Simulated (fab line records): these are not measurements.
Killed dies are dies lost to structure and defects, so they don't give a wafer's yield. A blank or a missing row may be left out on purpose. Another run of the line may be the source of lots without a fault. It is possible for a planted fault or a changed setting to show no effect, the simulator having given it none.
fab line records	flow n5Finfet
record lots=3	wafers=9	lastDay=15
route steps=1938 shown SD_EPI_P@298 SD_ACTIVATION@330 ILD0@335 BEOL_M4@1111 PASSIVATION@1936
lots untouched by any fault: they come from a run of this same line in which no faults occurred
startH: hours from the record's first day to the start of the lot's first wafer shown	waitH: time in hours since the lot's previous step	" identical to the entry in the row above	L1.1+2: one row covering several wafers at once	- no value present, or no start provided	* or withheld: withheld	< > ~ a bound
route shown NAME@n: names a module that has steps shown in the file, with the first one's number in the route	usual: mean/standard deviation of fault-free wafers	same: alike in all rows	chamber/n: place in a boat	sites: each site's reading	_std_site: their standard deviation	_edge_site: the outer-site mean with the inner-site mean subtracted	radiusMm: for every site, how far away it sits from the centre of the wafer	mask NAME#n: copy n	behind: the most recent tool/chamber to have shaped the wafer	hold: the reason the lot was held/the length of the hold in hours/how it ended	device: names the non-switching transistor (n, p or np)	end of line: the tests these same wafers got at the end of their route	for a step that has no rows: nothing shown but its recipe	killed: dies that structure and defects cost at the first sort, which is not the same as the wafer's yield	map: a wafer's dies, x killed, . not, _ none there
set.NAME: the run value of the setting; set.NAME@STEP: its run value at that earlier step	model.NAME: the simulator's own value behind a step, which no gauge read
a table for each step, a row for each wafer; lots at some steps of the route
services: the hour from which a tool's chamber was out of use, counted from the record's first day as startH (under 0 if before that day), plus the number of hours and why
## steps
# step N5_SD_EPI_P_EBR_05
# recipe solvent=PGMEA	ebrWidthMm=1.5
# step N5_SD_EPI_P_SOFTBAKE_04
# recipe tempC=110	timeS=60	resist=CAR-ArF-block
# step N5_SD_EPI_P_EXPOSE_06
# recipe maskId=SD_P_BLK	na=1.35	sourceShape=conventional	sigmaOuter=0.8	polarization=unpolarized	targetCdNm=240	doseMj=39.5
# step N5_SD_EPI_P_PEB_07
# recipe pebTempC=110	pebTimeS=60	resist=CAR-ArF-block
# step N5_SD_EPI_P_DEVELOP_08
# recipe developTimeS=30	developer=TMAH	resist=CAR-ArF-block	devTempC=23	rinseLiquid=diw	dry=airSpin
# step N5_SD_EPI_P_DESCUM_14
# recipe chemistry=O2	timeS=7.9	sourcePowerW=50	biasPowerW=20	pressureMtorr=20	rfFrequencyHz=2.712e+07	tempC=40	resist=CAR-ArF-block	o2FlowSccm=225
# step N5_SD_EPI_P_ETCH_36
# recipe chemistry=CF4	target=SiARC	targetDepthA=455	maskMaterial=CAR-ArF-block	timeS=75.8	ionEnergyEv=80	pressureMtorr=40	sourceW=545	biasW=36	Ar_flow_sccm=100	cf4FlowSccm=100	ends=cleared
# step N5_SD_EPI_P_ETCH_37
# recipe chemistry=N2/H2	target=SOC	overetchA=1080	maskMaterial=SiARC	tempC=40	ionEnergyEv=100	sourceW=3000	biasW=133	pressureMtorr=20	timeS=486	n2FlowSccm=200	h2FlowSccm=200	ends=endPoint
# step N5_SD_EPI_P_STRIP_38
# recipe chemistry=N2/H2	tempC=40	n2FlowSccm=200	h2FlowSccm=200	rfFrequencyHz=6e+07
# step N5_SD_EPI_P_ETCHBACK_46
# recipe chemistry=CH3F/O2	mode=anisotropicEtchback	target=SiNx	targetDepthA=175	stopOn=SiO2	overEtchFrac=0.3	ionEnergyEv=120	pressureMtorr=30	sourceW=395	biasW=73	Ar_flow_sccm=150	CH3F_flow_sccm=30	O2_flow_sccm=20
# usual drypumpMotorCurrentA=5.8/0.34	oes_o_777_au=0.79/0.086	oesProductAu=0.67/0.073	rfVppV=297/3.7	showerheadPlenumPTorr=2.02/0.054	throttleValvePct=16.4/0.31
lot.wafer	tool	chamber	startH	waitH	drypumpMotorCurrentA	oes_o_777_au	oesProductAu	rfHoursCounterH	rfVppV	showerheadPlenumPTorr	throttleValvePct	model.SiARC_of_SD_EPI_P_COAT_35.thkNm
L808.4	rieDiel-03	1	60.37	0.1	6.1	0.79	0.67	-	301	2.10	16.7	15
L808.5	"	0	"	"	5.6	0.95	0.81	-	296	1.96	15.7	14.8
L808.6	"	2	"	"	6.3	0.71	0.60	-	292	1.97	16.4	15.2
L818.4	rieDiel-03	1	122.33	0.1	6.1	0.76	0.66	-	301	2.09	16.7	15.2
L818.5	"	3	"	"	6.3	0.77	0.66	-	295	2.09	16.3	15.2
L818.6	"	0	"	"	5.6	0.90	0.78	-	295	1.96	15.8	14.8
L820.1	rieDiel-03	0	137.10	0.0	5.6	0.90	0.77	35	294	1.96	15.8	15
L820.4	"	1	"	"	6.1	0.76	0.49	155	299	2.09	16.7	11.6
L820.5	"	2	"	"	6.3	0.98	0.82	-	293	1.96	16.0	15
# step N5_SD_EPI_P_ETCH_47
# recipe chemistry=CH3F/O2	target=SiOCN	targetDepthA=250	maskMaterial=SOC	ionEnergyEv=60	biasW=29	pressureMtorr=30	sourceW=410	Ar_flow_sccm=150	CH3F_flow_sccm=30	O2_flow_sccm=20
# step N5_SD_EPI_P_ETCH_16
# recipe chemistry=CHF3/O2	target=SiO2	targetDepthA=50	maskMaterial=SOC	pressureMtorr=30	sourceW=650	biasW=170	Ar_flow_sccm=200	CHF3_flow_sccm=50	O2_flow_sccm=5	ionEnergyEv=200
# usual drypumpMotorCurrentA=5.8/0.35	oes_o_777_au=0.78/0.085	oesProductAu=0.78/0.091	rfVppV=524/6.4	showerheadPlenumPTorr=2.43/0.062	throttleValvePct=18.9/0.31
lot.wafer	tool	chamber	startH	waitH	drypumpMotorCurrentA	oes_o_777_au	oesProductAu	rfHoursCounterH	rfVppV	showerheadPlenumPTorr	throttleValvePct	model.SiARC_of_SD_EPI_P_COAT_35.thkNm
L808.4	rieDiel-03	1	60.54	0.0	6.1	0.79	0.77	-	530	2.52	19.3	11.4
L808.5	"	0	"	"	5.6	0.95	0.97	-	519	2.37	18.3	11.2
L808.6	"	2	"	"	6.3	0.71	0.69	-	515	2.37	18.9	11.8
L818.4	rieDiel-03	1	122.50	0.0	6.1	0.76	0.77	-	530	2.51	19.3	11.4
L818.5	"	3	"	"	6.3	0.78	0.77	-	522	2.52	18.9	11.6
L818.6	"	0	"	"	5.6	0.91	0.92	-	519	2.36	18.3	11
L820.1	rieDiel-03	0	137.30	0.1	5.7	0.90	0.90	35	518	2.36	18.3	11.4
L820.4	"	1	"	"	6.1	0.76	0.75	155	530	2.51	19.3	8.2
L820.5	"	2	"	"	6.3	0.98	0.98	-	516	2.37	18.6	11.2
# step N5_SD_EPI_P_STRIP_50
# recipe chemistry=CHF3/O2	resist=SiARC	rfFrequencyHz=6e+07
# step N5_SD_EPI_P_SD_RECESS_17
# recipe chemistry=HBr/Cl2/O2	targetDepthA=391	btTimeS=3	pressureMtorr=10	icpW=800	biasW=112	HBr_flow_sccm=150	Cl2_flow_sccm=80	O2_flow_sccm=12
# step N5_SD_EPI_P_WET_ETCH_45
# recipe chemistry=dHF	dilution=withheld	timeS=10.7	target=SiO2	targetDepthA=20	tempC=25	dry=ipaMarangoni	rinseTimeS=30	rinseTempC=23
# step N5_SD_EPI_P_STRIP_40
# recipe chemistry=N2/H2	powerW=1000	tempC=250	h2Frac=0.65	overashFraction=0.3	pressureMtorr=withheld	n2FlowSccm=1750	h2FlowSccm=3250
# step N5_SD_EPI_P_PRECLEAN_52
# recipe chemistry=O3/DIW	timeS=60	tempC=22	o3Ppm=10
# step N5_SD_EPI_P_SRD_20
# recipe dry=ipaMarangoni	doPpb=5	timeS=30	tempC=23	rinseLiquid=diw
# step N5_SD_EPI_P_PRECLEAN_51
# recipe chemistry=NF3:NH3	afsCycles=1	tempC=30	timeS=20	sublimationTempC=180	sublimationTimeS=60	pressureTorr=3	rfPowerW=30
# step N5_SD_EPI_P_VAPOR_ETCH_44
# recipe chemistry=NF3/Ar	target=SiGe30	tempC=25	timeS=3.3	mode=isotropic
# step N5_SD_EPI_P_EPI_21
# recipe material=SiGe:B	dopant=B	tempC=550	pressureTorr=20	ambient=H2	timeS=355
# step N5_SD_EPI_P_HM_STRIP_48
# recipe chemistry=H3PO4	tempC=160	material=SiNx	target=SiNx	targetDepthA=30	overetchFraction=0.3
# step N5_SD_EPI_P_SRD_49
# recipe dry=ipaMarangoni	timeS=30	tempC=23	rinseLiquid=diw
# step N5_SD_EPI_P_PRECLEAN_24
# recipe chemistry=O3/DIW	timeS=45	tempC=22	o3Ppm=10
# step N5_SD_EPI_P_PRECLEAN_32
# recipe chemistry=dHF	timeS=10	dilution=500:1	tempC=25
# step N5_SD_EPI_P_PRECLEAN_33
# recipe chemistry=SC2	timeS=45	tempC=35	mix=1:1:50
# step N5_SD_EPI_P_SRD_25
# recipe timeS=30	tempC=23	rinseLiquid=diw	dry=ipaMarangoni
# step N5_SD_ACTIVATION_RTA_00
# recipe tempC=975	timeS=0	ambient=N2	idleTempC=600	rampUpCPerS=150	rampDownCPerS=60	coolToC=600
# step N5_SD_ACTIVATION_LSA_01
# recipe tempC=1080	timeS=0.0008	ambient=N2
# step N5_ILD0_LINER_00
# recipe material=SiNx	targetThkA=40	tempC=400	aldPrecursorFamily=SiH2I2	aldCoReactant=N2/H2-plasma	pulseTimeS=1	purgeTimeS=2	coReactantPurgeTimeS=2	aldCycles=80	pressureTorr=2
# step N5_ILD0_FCVD_FILL_01
# recipe material=SiO2_flowable	targetThkA=2000	tempC=100	pressureTorr=0.8	rfW=2000	timeS=328.3
# step N5_ILD0_CURE_02
# recipe tempC=450	timeS=1800	ambient=steam	idleTempC=400	rampUpCPerMin=5	rampDownCPerMin=3	densificationPH2oTorr=640
# step N5_ILD0_CMP_03
# recipe stopOn=SiNx	tOverpolishS=1.9	postCmpClean=alkalineBrush	downForcePsi=4.1491	platenRpm=51.796	padVelocityMS=1.0306	targetThkNm=197.38
# step N5_BEOL_M4_RC_MEAS_101
# usual DIBL_N=36.5/1.4	DIBL_P=36.5/1.6	IOFF_N=0.163/0.022	IOFF_P=0.219/0.029	IOFF_P_85C=3.8/0.42	IOFF_P_LIN=0.103/0.012	ION_N=675/8.3	ION_P=464/6.2	REXT_P=100.2/1.9	SS_N=71.5/0.52	SS_P=73.4/0.57	VT_N=249.7/2.6	VT_P=-250/3
lot.wafer	tool	chamber	startH	waitH	DIBL_N[mV/V]	DIBL_P[mV/V]	IOFF_N[nA/um]	IOFF_P[nA/um]	IOFF_P_85C[nA/um]	IOFF_P_LIN[nA/um]	ION_N[uA/um]	ION_P[uA/um]	REXT_P[ohm.um]	SS_N[mV/dec]	SS_P[mV/dec]	VT_N[mV]	VT_P[mV]
L808.4	prober-01	0	171.63	0.5	36.0	34.1	0.126	0.197	3.4	0.099	664	463	100.4	71.4	72.9	258.0	-250
L808.5	"	0	"	"	37.7	36.0	0.153	0.229	3.8	0.107	663	462	100.0	71.5	73.4	254.3	-247
L808.6	"	0	"	"	36.5	33.8	0.126	0.191	3.3	0.096	667	460	101.3	71.8	73.0	257.9	-251
L818.4	prober-02	0	232.44	0.5	38.3	38.4	0.217	0.288	4.7	0.128	693	475	98.5	71.7	73.1	245.6	-242
L818.5	"	0	"	"	37.1	38.1	0.190	0.275	4.5	0.123	686	478	98.1	71.1	73.4	245.2	-246
L818.6	"	0	"	"	36.1	37.9	0.180	0.271	4.5	0.124	684	476	97.5	70.4	73.4	247.6	-242
L820.1	prober-01	0	246.45	0.0	36.2	37.9	0.182	0.281	4.6	0.131	683	477	98.6	72.1	73.4	245.3	-242
L820.4	"	0	"	"	36.1	40.0	0.189	0.383	5.8	0.167	691	495	93.3	71.5	74.1	244.6	-237
L820.5	"	0	"	"	35.5	37.1	0.170	0.271	4.4	0.129	680	476	99.0	71.5	74.0	247.4	-244
# step N5_PASSIVATION_PROBE_49
# usual defectLimitedYield=91.2/1.6	killed_at_M0_to_M3=33/11	killed_at_M4_up=15/6.2	killedAtContacts=15/7.1	killedAtFrontEnd=38/12	killedAtOther=4/3.5	killedDies=104/19	killedOpen=69/14	killedShort=34/8.5	sort_bin_4_leakage=0/0	sort_bin_5_function=5.2/0.99	sort_bin_6_memory=3.3/0.77	sortNPass=1076/19	sortYieldPct=91.2/1.6
# same grossDies=1180	killedAtBackSide=0	sort_bin_8_speed[%]=0
lot.wafer	tool	chamber	startH	waitH	defectLimitedYield[%]	killed_at_M0_to_M3	killed_at_M4_up	killedAtContacts	killedAtFrontEnd	killedAtOther	killedDies	killedOpen	killedShort	sort_bin_4_leakage[%]	sort_bin_5_function[%]	sort_bin_6_memory[%]	sortNPass	sortYieldPct[%]
L808.4	prober-02	-	279.66	0.2	89.4	29	11	19	62	4	125	76	49	0	6.8	3.6	1055	89.4
L808.5	prober-02	-	279.71	0.2	91.0	26	11	30	34	5	106	74	32	0	5.9	2.9	1074	91.0
L808.6	prober-02	-	279.76	0.3	89.9	34	15	12	45	13	119	90	28	0	5.6	4.0	1061	89.9
L818.4	prober-02	-	335.21	0.2	92.3	26	15	10	35	5	91	68	23	0	4.4	3.2	1089	92.3
L818.5	prober-02	-	335.26	0.2	91.4	27	12	13	46	4	102	71	31	0	5.2	2.8	1078	91.4
L818.6	prober-02	-	335.31	0.3	90.7	43	19	4	41	3	110	74	35	0	6.0	3.0	1070	90.7
L820.1	prober-01	-	347.68	0.0	91.9	25	12	12	44	2	95	58	33	0	4.3	3.3	1085	91.9
L820.4	prober-01	-	347.83	0.2	93.1	25	13	16	27	1	82	62	19	0.08	4.4	2.5	1097	93.0
L820.5	prober-01	-	347.88	0.2	90.3	26	15	11	61	2	115	72	42	0	5.9	3.1	1065	90.3
# killed by level:class
L808.4 FIN_SAQP:geometricParticle:short=13 MOL_CONTACT_COAG:geometricParticle:open=13 FIN_SAQP:geometricParticle:open=11 STI_FIN_REVEAL:geometricParticle:open=11 GATE_CUT:geometricParticle:short=11 BEOL_M0_SAQP:geometricParticle:short=10 BEOL_M3:geometricParticle:open=7 DUMMY_GATE:geometricParticle:open=6
L808.5 MOL_CONTACT_COAG:geometricParticle:open=23 STI_FIN_REVEAL:geometricParticle:open=12 MOL_CONTACT_COAG:geometricParticle:short=7 BEOL_M3:geometricParticle:open=7 BEOL_M0_SAQP:geometricParticle:short=6 BEOL_M0_SAQP:geometricParticle:open=6 BEOL_M4:geometricParticle:open=6 FIN_SAQP:geometricParticle:open=4
L808.6 STI_FIN_REVEAL:geometricParticle:open=24 MOL_CONTACT_COAG:geometricParticle:open=10 BEOL_M1:geometricParticle:open=9 BEOL_M0_SAQP:geometricParticle:open=8 GATE_CUT:geometricParticle:short=7 MIM_TOP_ETCH:geometricParticle:open=5 BEOL_M0_SAQP:geometricParticle:short=4 BEOL_M2:geometricParticle:open=4
L818.4 STI_FIN_REVEAL:geometricParticle:open=10 MOL_CONTACT_COAG:geometricParticle:open=8 BEOL_M2:geometricParticle:open=8 ILD0:geometricParticle:open=7 BEOL_M0_SAQP:geometricParticle:short=7 BEOL_M4:geometricParticle:open=7 BEOL_M0_SAQP:geometricParticle:open=4 BEOL_M1:geometricParticle:open=4
L818.5 STI_FIN_REVEAL:geometricParticle:open=18 MOL_CONTACT_COAG:geometricParticle:open=13 BEOL_M0_SAQP:geometricParticle:short=8 FIN_SAQP:geometricParticle:open=7 BEOL_M1:geometricParticle:open=6 BEOL_M3:geometricParticle:open=5 STARTING-WAFER:geometricParticle:short=5 ILD0:geometricParticle:short=4
L818.6 BEOL_M2:geometricParticle:open=12 BEOL_M1:geometricParticle:open=11 FIN_SAQP:geometricParticle:open=10 BEOL_M4:geometricParticle:open=10 FIN_SAQP:geometricParticle:short=8 BEOL_M3:geometricParticle:open=7 BEOL_M1:geometricParticle:short=5 BEOL_M0_SAQP:geometricParticle:open=4
L820.1 MOL_CONTACT_COAG:geometricParticle:open=10 STI_FIN_REVEAL:geometricParticle:open=9 GATE_CUT:geometricParticle:short=6 BEOL_M4:geometricParticle:open=6 FIN_SAQP:geometricParticle:open=5 ILD0:geometricParticle:short=5 DUMMY_GATE:geometricParticle:open=5 BEOL_M0:geometricParticle:short=5
L820.4 MOL_CONTACT_COAG:geometricParticle:open=14 STI_FIN_REVEAL:geometricParticle:open=13 BEOL_M1:geometricParticle:open=7 BEOL_M4:geometricParticle:open=6 BEOL_M0_SAQP:geometricParticle:open=4 BEOL_M0_SAQP:geometricParticle:short=4 BEOL_M2:geometricParticle:open=4 STARTING-WAFER:geometricParticle:short=4
L820.5 FIN_SAQP:geometricParticle:short=15 STI_FIN_REVEAL:geometricParticle:open=13 MOL_CONTACT_COAG:geometricParticle:open=10 FIN_SAQP:geometricParticle:open=8 BEOL_M4:geometricParticle:open=8 BEOL_M2:geometricParticle:open=7 BEOL_M1:geometricParticle:open=6 GATE_CUT:geometricParticle:short=5
## services
tool	chamber	startH	hours	kind
rieDiel-03	2	103.59	-	clean
rieDiel-03	2	103.59	-	consumableReplace:focusRing
rieDiel-03	2	103.59	19.6	scheduledDown
rieDiel-03	2	103.59	19.6	ventCycle
## key
firstSign step=N5_BEOL_M4_RC_MEAS_101	reading=IOFF_P	direction=up	sigmas=5.6	usual=0.219	struck=0.383
effect step=N5_BEOL_M4_RC_MEAS_101	reading=IOFF_P_LIN	direction=up	sigmas=5.4	usual=0.103	struck=0.167
effect step=N5_BEOL_M4_RC_MEAS_101	reading=IOFF_P_85C	direction=up	sigmas=4.9	usual=3.8	struck=5.8
effect step=N5_BEOL_M4_RC_MEAS_101	reading=REXT_P	direction=down	sigmas=3.7	usual=100.2	struck=93.3
modelEffect step=N5_SD_EPI_P_ETCHBACK_46	value=SiARC_of_SD_EPI_P_COAT_35.thkNm	without=15.4	struck=11.6
modelEffect step=N5_SD_EPI_P_ETCH_16	value=SiARC_of_SD_EPI_P_COAT_35.thkNm	without=11.8	struck=8.2
metAt N5_SD_EPI_P_ETCHBACK_46
struckWafers L820.4
onsetBetween 122.33 137.10
fault kind=processParameterDrift	tool=rieDiel-03	chamber=1	onsetH=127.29	steps=N5_SD_EPI_P_ETCHBACK_46	channel=targetDepthA	offset=141.92	shape=step	endH=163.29	actsIn=theseRecipesOnly	stated=175
